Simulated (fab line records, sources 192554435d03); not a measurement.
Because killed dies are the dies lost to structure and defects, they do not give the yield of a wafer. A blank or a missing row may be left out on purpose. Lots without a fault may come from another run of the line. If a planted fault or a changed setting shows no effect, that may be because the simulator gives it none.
Chamber matching || flow n5Finfet || N5_BEOL_M8_ETCH_72 on rieDiel-06: 4 sister chambers
The step etches underlayer in N2/H2, target depth 6.5 nm, time 5.2 s. 8 wafers are shown with their chamber, then 9 later ones without.

== WAFERS WITH THEIR CHAMBER ==
{"wafer": "L079.3", "chamber": 2, "showerheadPlenumPTorr (Torr)": 2.58, "drypumpMotorCurrentA (A)": 4.9}
{"wafer": "L079.5", "chamber": 1, "showerheadPlenumPTorr (Torr)": 2.49, "drypumpMotorCurrentA (A)": 5.7}
{"wafer": "L080.5", "chamber": 2, "showerheadPlenumPTorr (Torr)": 2.58, "drypumpMotorCurrentA (A)": 4.9}
{"wafer": "L078.1", "chamber": 1, "showerheadPlenumPTorr (Torr)": 2.48, "drypumpMotorCurrentA (A)": 5.8}
{"wafer": "L078.5", "chamber": 0, "showerheadPlenumPTorr (Torr)": 2.42, "drypumpMotorCurrentA (A)": 5.7}
{"wafer": "L083.3", "chamber": 3, "showerheadPlenumPTorr (Torr)": 2.49, "drypumpMotorCurrentA (A)": 6.0}
{"wafer": "L083.5", "chamber": 3, "showerheadPlenumPTorr (Torr)": 2.49, "drypumpMotorCurrentA (A)": 6.0}
{"wafer": "L083.6", "chamber": 0, "showerheadPlenumPTorr (Torr)": 2.42, "drypumpMotorCurrentA (A)": 5.8}

== WAFERS WITHOUT THEIR CHAMBER ==
{"wafer": "L085.2", "showerheadPlenumPTorr (Torr)": 2.57, "drypumpMotorCurrentA (A)": 4.9}
{"wafer": "L085.3", "showerheadPlenumPTorr (Torr)": 2.49, "drypumpMotorCurrentA (A)": 6.0}
{"wafer": "L085.5", "showerheadPlenumPTorr (Torr)": 2.42, "drypumpMotorCurrentA (A)": 5.8}
{"wafer": "L091.1", "showerheadPlenumPTorr (Torr)": 2.57, "drypumpMotorCurrentA (A)": 4.9}
{"wafer": "L091.4", "showerheadPlenumPTorr (Torr)": 2.42, "drypumpMotorCurrentA (A)": 5.8}
{"wafer": "L091.5", "showerheadPlenumPTorr (Torr)": 2.48, "drypumpMotorCurrentA (A)": 5.8}
{"wafer": "L094.1", "showerheadPlenumPTorr (Torr)": 2.56, "drypumpMotorCurrentA (A)": 4.9}
{"wafer": "L094.2", "showerheadPlenumPTorr (Torr)": 2.48, "drypumpMotorCurrentA (A)": 6.0}
{"wafer": "L094.4", "showerheadPlenumPTorr (Torr)": 2.47, "drypumpMotorCurrentA (A)": 5.8}

== THE CHAMBER EACH PASSED THROUGH ==
{"wafer": "L085.2", "from the rows above": 2, "in truth": 2}
{"wafer": "L085.3", "from the rows above": 3, "in truth": 3}
{"wafer": "L085.5", "from the rows above": 0, "in truth": 0}
{"wafer": "L091.1", "from the rows above": 2, "in truth": 2}
{"wafer": "L091.4", "from the rows above": 0, "in truth": 0}
{"wafer": "L091.5", "from the rows above": 1, "in truth": 1}
{"wafer": "L094.1", "from the rows above": 2, "in truth": 2}
{"wafer": "L094.2", "from the rows above": 3, "in truth": 3}
{"wafer": "L094.4", "from the rows above": 1, "in truth": 1}
Placed correctly: 9 of 9. From these rows, 0 cannot be placed. Placed wrongly: 0.
How it was worked out, from the rows above alone: a wafer's distance from a chamber is the root of the sum, over the readings, of the square of ((its reading less the chamber's mean) divided by the reading's scatter). If the next closest chamber is less than 2 further off than the closest, the wafer can't be placed; otherwise it belongs to the closest. For every chamber, the mean is computed from those of its wafers that are shown. The scatter is the square root of a quotient: the sum, over the shown wafers, of each reading's squared deviation from its chamber's mean, divided by wafers minus chambers.
